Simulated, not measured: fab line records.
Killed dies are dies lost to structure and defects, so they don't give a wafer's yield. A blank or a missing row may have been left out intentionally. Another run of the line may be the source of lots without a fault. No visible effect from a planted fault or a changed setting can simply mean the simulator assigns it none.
A struck lot beside a sound one + flow n5-finfet + 36 out of 1938 route steps
Sound: these wafers, L691.3, L691.4, L691.5. Struck: wafer L703.5 (left out: L703.4, a lot-mate that was not struck); the cause follows at the end.
Order at every step that has rows: each side's tool, ch and its chambers, its first start. Under that, the readings that differ: sound wafers + struck wafers + difference of the means + sigmas: that difference in standard deviations of wafers without a fault.
alike: readings whose means differ by less than 2 such deviations, and words and numbers that are the same on both sides. not compared: withheld readings, readings that some wafer has no value for, bounds like >300 that may hide the same value, and numbers for which the record gives no deviation and whose values overlap.
A row with sigmas, a row that says differs or no value, or rows on one side alone: a step with any of these is where the two part. When numbers do not overlap yet have no deviation, they are printed without sigmas and do not part them. Lack of a reading on every wafer of one side parts them only where that side has two or more wafers.

first, 8 steps without rows for these wafers: N5_BEOL_M0_ANNEAL_119 (time 90 s); N5_BEOL_M0_CMP_120 (polishes, stops on SiOC, t overpolish 6.9 s); N5_BEOL_M0_PRE_CLEAN_131 (time 15 s); N5_BEOL_M0_CO_CAP_123 (material Co, precursor CCTBA/H2, target thk 2 nm, time 102.1 s); N5_BEOL_M0_PRE_CLEAN_124 (time 15 s); N5_BEOL_M0_DEP_125 (deposits SiCN from 3MS/NH3, target thk 8 nm, time 14 s); N5_BEOL_M1_ILD_DEP_00 (deposits SiOC from DEMS/O2, target thk 79 nm, time 15.3 s); N5_BEOL_M1_PECVD_72 (deposits SiO2 from TEOS/O2, target thk 16 nm, time 18 s).
N5_BEOL_M1_HM_DEP_02: deposits TiN, target thk 20 nm.
  struck on pvd-sputter-03, day 10 08:43; sound on pvd-sputter-03, day 7 10:09
| reading                                    | sound        | struck | difference | sigmas |
|--------------------------------------------|--------------|--------|------------|--------|
| model.TiN_of_BEOL_M1_HM_DEP_02.thk-nm (nm) | 19.8 20 19.6 | 15.2   | -4.6       |        |
  alike: throttle-valve-pct
then, 16 steps without rows for these wafers: N5_BEOL_M1_COAT_61 (time 60 s, resist thk 60 nm); N5_BEOL_M1_COAT_62 (time 60 s, resist thk 12 nm); N5_BEOL_M1_COAT_73 (time 60 s, resist thk 5 nm); N5_BEOL_M1_COAT_05 (resist thk 30 nm); N5_BEOL_M1_EBR_07; N5_BEOL_M1_SOFTBAKE_06 (time 60 s); N5_BEOL_M1_EXPOSE_08 (exposes mask M1); N5_BEOL_M1_PEB_09 (peb time 60 s); N5_BEOL_M1_DEVELOP_10 (develop time 30 s); N5_BEOL_M1_DESCUM_16 (chemistry O2, time 7 s); N5_BEOL_M1_ETCH_74 (etches underlayer in N2/H2, target depth 6.5 nm, time 5.2 s); N5_BEOL_M1_ETCH_63 (etches SiARC in CF4, target depth 15.6 nm, time 26 s); N5_BEOL_M1_ETCH_64 (etches SOC in N2/H2, target depth 75 nm, overetch 15 nm, time 112.5 s); N5_BEOL_M1_STRIP_65 (strips in N2/H2); N5_BEOL_M1_STRIP_75 (strips in N2/H2); N5_BEOL_M1_STRIP_66 (strips in CF4).
N5_BEOL_M1_HM_OPEN_17: chemistry Cl2/BCl3, target TiN, target depth 20 nm, overetch 6 nm.
  sound on rie-metal-01 ch 0,1, day 7 10:56; struck on rie-metal-03 ch 0, day 10 09:31
| reading                  | sound             | struck | difference | sigmas |
|--------------------------|-------------------|--------|------------|--------|
| bcl3-flow-sccm (sccm)    | 21.80 21.79 21.81 | 21.67  | -0.13      | -2     |
| model.etch.depth-nm (nm) | 19.87 19.9 19.7   | 15.27  | -4.55      |        |
  alike: bias-w, drypump-motor-current-A, oes-product-au, throttle-valve-pct
  not compared: rf-hours-counter-h
then, 8 steps without rows for these wafers: N5_BEOL_M1_STRIP_19 (strips in O2); N5_BEOL_M1_COAT_67 (time 60 s, resist thk 60 nm); N5_BEOL_M1_COAT_68 (time 60 s, resist thk 12 nm); N5_BEOL_M1_COAT_76 (time 60 s, resist thk 5 nm); N5_BEOL_M1_COAT_22 (resist thk 30 nm); N5_BEOL_M1_EBR_24; N5_BEOL_M1_SOFTBAKE_23 (time 60 s); N5_BEOL_M1_EXPOSE_25 (exposes mask V0, defocus 5 nm, target cd 24 nm).
N5_BEOL_M1_TRENCH_ETCH_37: etches SiOC in C4F6/O2, target depth 55.207 nm, time 29 s.
  sound on rie-diel-03 ch 0,2,3; struck on rie-diel-03 ch 2
| reading                                    | sound          | struck | difference | sigmas |
|--------------------------------------------|----------------|--------|------------|--------|
| model.TiN_of_BEOL_M1_HM_DEP_02.thk-nm (nm) | 17.6 17.6 17.4 | 13     | -5         |        |
  alike: bias-w, drypump-motor-current-A, oes-product-au, rf-vpp-V, showerhead-plenum-p-Torr, throttle-valve-pct
  not compared: rf-hours-counter-h
N5_BEOL_M4_RC_MEAS_101:
  sound on prober-02 ch 0, day 9 12:44; struck on prober-01 ch 0, day 12 02:18
  alike: DIBL_N, DIBL_P, IOFF_N, IOFF_P, ION_N, ION_P, SS_N, SS_P, VT_N, VT_P

## WHERE THEY PART
At N5_BEOL_M1_HM_OPEN_17 and nowhere else, as far as this record goes. Later steps at which nothing parts them and some readings are alike: N5_BEOL_M1_TRENCH_ETCH_37, N5_BEOL_M4_RC_MEAS_101.

WHY: the cause the simulator had injected
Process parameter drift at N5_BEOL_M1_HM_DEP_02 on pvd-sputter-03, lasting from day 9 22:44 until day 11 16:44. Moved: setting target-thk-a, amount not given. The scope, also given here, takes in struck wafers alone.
